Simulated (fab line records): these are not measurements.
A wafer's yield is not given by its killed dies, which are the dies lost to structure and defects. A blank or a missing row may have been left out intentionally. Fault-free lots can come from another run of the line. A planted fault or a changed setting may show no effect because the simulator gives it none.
Matching of chambers + flow n5 finfet + 4 sister chambers for N5_BEOL_M0_SAQP_SPACER1_ETCHBACK_99 on rie diel-03
The step etches SiO2 in CHF3/O2, target depth 15.4 nm, time 7.7 s. 14 wafers are shown with their chamber, then 7 later ones without.

== WAFERS WITH THEIR CHAMBER ==
| wafer  | chamber | drypump motor current A (A) | rf vpp V (V) | showerhead plenum p Torr (Torr) |
|--------|---------|-----------------------------|--------------|---------------------------------|
| L079.1 | 0       | 6.5                         | 541          | 2.47                            |
| L079.2 | 3       | 5.5                         | 517          | 2.48                            |
| L079.5 | 0       | 6.5                         | 542          | 2.47                            |
| L080.1 | 2       | 6.6                         | 527          | 2.39                            |
| L080.4 | 3       | 5.4                         | 517          | 2.48                            |
| L080.5 | 0       | 6.5                         | 542          | 2.47                            |
| L086.1 | 3       | 5.4                         | 516          | 2.48                            |
| L086.3 | 1       | 5.7                         | 517          | 2.45                            |
| L086.4 | 2       | 6.6                         | 526          | 2.38                            |
| L089.2 | 1       | 5.7                         | 517          | 2.45                            |
| L089.4 | 2       | 6.6                         | 525          | 2.38                            |
| L089.5 | 1       | 5.7                         | 517          | 2.45                            |
| L094.3 | 3       | 5.4                         | 517          | 2.47                            |
| L094.5 | 0       | 6.5                         | 541          | 2.46                            |

SIGNATURES, as means of the wafers listed above
| reading                  | chamber 0 | chamber 1 | chamber 2 | chamber 3 | scatter within a chamber |
|--------------------------|-----------|-----------|-----------|-----------|--------------------------|
| drypump motor current A  | 6.500     | 5.700     | 6.600     | 5.425     | 0.0274                   |
| rf vpp V                 | 541.50    | 517.00    | 526.00    | 516.75    | 0.612                    |
| showerhead plenum p Torr | 2.4675    | 2.4500    | 2.3833    | 2.4775    | 0.00465                  |
Rule: for a wafer and a chamber, the distance is found by dividing, reading by reading, the gap between the wafer's reading and the chamber's mean by the reading's scatter, squaring, summing and taking the root. If the next closest chamber is less than 2 further off than the closest, the wafer can't be placed; otherwise it belongs to the closest. The scatter is the square root of a quotient: the sum, over the shown wafers, of each reading's squared deviation from its chamber's mean, divided by wafers minus chambers.

== WAFERS WITH NO CHAMBER GIVEN ==
| wafer  | drypump motor current A (A) | rf vpp V (V) | showerhead plenum p Torr (Torr) |
|--------|-----------------------------|--------------|---------------------------------|
| L094.6 | 5.7                         | 518          | 2.45                            |
| L096.1 | 6.5                         | 540          | 2.46                            |
| L096.4 | 5.4                         | 516          | 2.47                            |
| L096.5 | 5.4                         | 517          | 2.47                            |
| L097.1 | 6.6                         | 526          | 2.38                            |
| L097.3 | 5.4                         | 516          | 2.47                            |
| L097.6 | 6.5                         | 541          | 2.46                            |

== WHICH CHAMBER EACH WENT THROUGH ==
| wafer  | from the rows above | in truth |
|--------|---------------------|----------|
| L094.6 | 1                   | 1        |
| L096.1 | 0                   | 0        |
| L096.4 | 3                   | 3        |
| L096.5 | 3                   | 3        |
| L097.1 | 2                   | 2        |
| L097.3 | 3                   | 3        |
| L097.6 | 0                   | 0        |
Correct placement for 7 of the 7. From these rows, 0 cannot be placed. Placed wrongly: 0.
